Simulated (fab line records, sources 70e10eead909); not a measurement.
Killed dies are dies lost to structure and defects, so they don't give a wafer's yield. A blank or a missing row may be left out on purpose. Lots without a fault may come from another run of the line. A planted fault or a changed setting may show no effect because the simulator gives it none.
A struck lot beside a sound one | flow nand_harc | 18 steps out of a route of 1302
Sound: wafers L175.4, L175.5, L175.6. Struck: wafers L181.1, L181.4, L181.6. The cause comes at the end.
At each step with rows: each side's tool, then ch and its chambers, then its first start. Under that, the readings that differ: sound wafers | struck wafers | difference of the means | sigmas: that difference in standard deviations of wafers without a fault.
alike: readings whose means differ by less than 2 such deviations, and words and numbers that are the same on both sides. not compared: withheld readings, readings that some wafer has no value for, bounds like >300 that may hide the same value, and numbers for which the record gives no deviation and whose values overlap.
The two part at a step that has a row with sigmas, a row that says differs or no value, or rows on one side only. Numbers that don't overlap but have no deviation are shown without sigmas and don't part them. A reading that every wafer of one side lacks parts them only if that side has two wafers or more.

NHARC_P_ZERO_WELL_CD_MEAS_24: target cd 720 nm.
  sound on cd_sem-01 ch 0, day 2 08:29; struck on cd_sem-02 ch 0, day 4 20:37
  alike: cd_nm
then, 1 step without rows for these wafers: NHARC_P_ZERO_WELL_HARDBAKE_25 (time 80 s).
NHARC_P_ZERO_WELL_DESCUM_26: chemistry O2, time 3 s.
  sound on rie_diel-09 ch 0,1,3, day 2 08:41; struck on rie_diel-06 ch 0,1,2, day 4 20:47
  alike: drypump_motor_current_A, oes_product_au, rf_vpp_V, showerhead_plenum_p_Torr, throttle_valve_pct
  not compared: rf_hours_counter_h
then, 9 steps without rows for these wafers: NHARC_P_ZERO_WELL_IMPLANT_27; NHARC_P_ZERO_WELL_IMPLANT_57; NHARC_P_ZERO_WELL_IMPLANT_58; NHARC_P_ZERO_WELL_STRIP_28 (strips in SPM, time 840 s); NHARC_P_ZERO_WELL_DEHYDRATE_29 (time 120 s); NHARC_P_ZERO_WELL_HMDS_30 (time 30 s); NHARC_P_ZERO_WELL_COAT_31; NHARC_P_ZERO_WELL_SOFTBAKE_32 (time 95 s); NHARC_P_ZERO_WELL_EBR_33.
NHARC_P_ZERO_WELL_EXPOSE_34: exposes mask P PWELL, target cd 720 nm.
  sound on krf_scanner-01 ch 0, day 2 10:00; struck on krf_scanner-01 ch 0, day 4 22:07
  reading              | sound                         | struck                                 | difference | sigmas
  mask                 | P_PWELL#0 P_PWELL#0 P_PWELL#0 | P_PWELL_R1#0 P_PWELL_R1#0 P_PWELL_R1#0 | differs    |
  exposure_dose_mJ_cm2 | 22.274 22.268 22.284          | 22.340 22.354 22.339                   | +0.069     | +3
  alike: reticle_temp_C
then, 2 steps without rows for these wafers: NHARC_P_ZERO_WELL_PEB_35 (peb time 85 s); NHARC_P_ZERO_WELL_DEVELOP_36 (time 70 s).
NHARC_P_ZERO_WELL_CD_MEAS_37: target cd 720 nm.
  sound on cd_sem-01 ch 0, day 2 10:08; struck on cd_sem-02 ch 0, day 4 22:16
  reading    | sound             | struck            | difference | sigmas
  cd_nm (nm) | 721.0 721.2 719.3 | 780.0 780.8 779.5 | +59.6      | +37
then, 1 step without rows for these wafers: NHARC_P_ZERO_WELL_HARDBAKE_38 (time 80 s).
-- the record jumps here: 23 days lie between the struck wafers' starts before and after (it left off in module P_ZERO_WELL and takes up again in module END, whose first step shown is number 1302 of the route) --
NHARC_END_SORT_01:
  the record has rows for the struck wafers here (prober-02 ch 0, day 27 14:07) and none for the sound ones

WHERE THEY PART
First at NHARC_P_ZERO_WELL_EXPOSE_34; last, within this record, at NHARC_END_SORT_01.

WHY: what the simulator had put in
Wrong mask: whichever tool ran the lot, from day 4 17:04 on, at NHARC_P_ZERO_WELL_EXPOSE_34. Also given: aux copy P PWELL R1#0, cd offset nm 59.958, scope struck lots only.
